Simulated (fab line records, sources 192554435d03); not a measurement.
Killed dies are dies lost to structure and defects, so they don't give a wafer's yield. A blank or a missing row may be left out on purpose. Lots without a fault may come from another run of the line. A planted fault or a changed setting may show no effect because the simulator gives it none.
Chamber matching | flow n5_finfet | N5_BEOL_M2_DESCUM_16 on rie_diel-04: 4 sister chambers
The step chemistry O2, time 7 s. 8 wafers are shown with their chamber, then 10 later ones without.

WAFERS WITH THEIR CHAMBER
wafer  | chamber | drypump_motor_current_A (A) | showerhead_plenum_p_Torr (Torr)
L084.2 | 0       | 6.0                         | 2.14
L084.3 | 3       | 5.1                         | 2.15
L084.4 | 2       | 5.7                         | 2.13
L086.1 | 3       | 5.1                         | 2.15
L086.2 | 2       | 5.6                         | 2.12
L086.6 | 0       | 6.0                         | 2.13
L088.2 | 1       | 5.6                         | 2.21
L088.5 | 1       | 5.6                         | 2.21

WAFERS WITHOUT THEIR CHAMBER
wafer  | drypump_motor_current_A (A) | showerhead_plenum_p_Torr (Torr)
L088.6 | 5.1                         | 2.15
L094.1 | 6.0                         | 2.13
L094.5 | 5.7                         | 2.12
L094.6 | 5.1                         | 2.14
L093.2 | 5.1                         | 2.14
L093.3 | 6.0                         | 2.13
L093.5 | 6.0                         | 2.13
L097.3 | 6.0                         | 2.12
L097.5 | 6.0                         | 2.12
L097.6 | 5.6                         | 2.20

WHICH CHAMBER EACH WENT THROUGH
wafer  | from the rows above | in truth
L088.6 | 3                   | 3
L094.1 | 0                   | 0
L094.5 | 2                   | 2
L094.6 | 3                   | 3
L093.2 | 3                   | 3
L093.3 | 0                   | 0
L093.5 | 0                   | 0
L097.3 | 0                   | 0
L097.5 | 0                   | 0
L097.6 | 1                   | 1
Placed correctly: 10 of 10. Can't be placed from these rows: 0. Placed wrongly: 0.
How it was worked out, from the rows above alone: a wafer's distance from a chamber is the root of the sum, over the readings, of the square of ((its reading less the chamber's mean) divided by the reading's scatter). The wafer belongs to the nearest chamber; if the next one is less than 2 further off, it can't be placed. A chamber's mean is the mean of its shown wafers. The scatter: the root of (the sum of the squares of (reading less its chamber's mean) over the shown wafers, divided by (wafers less chambers)).
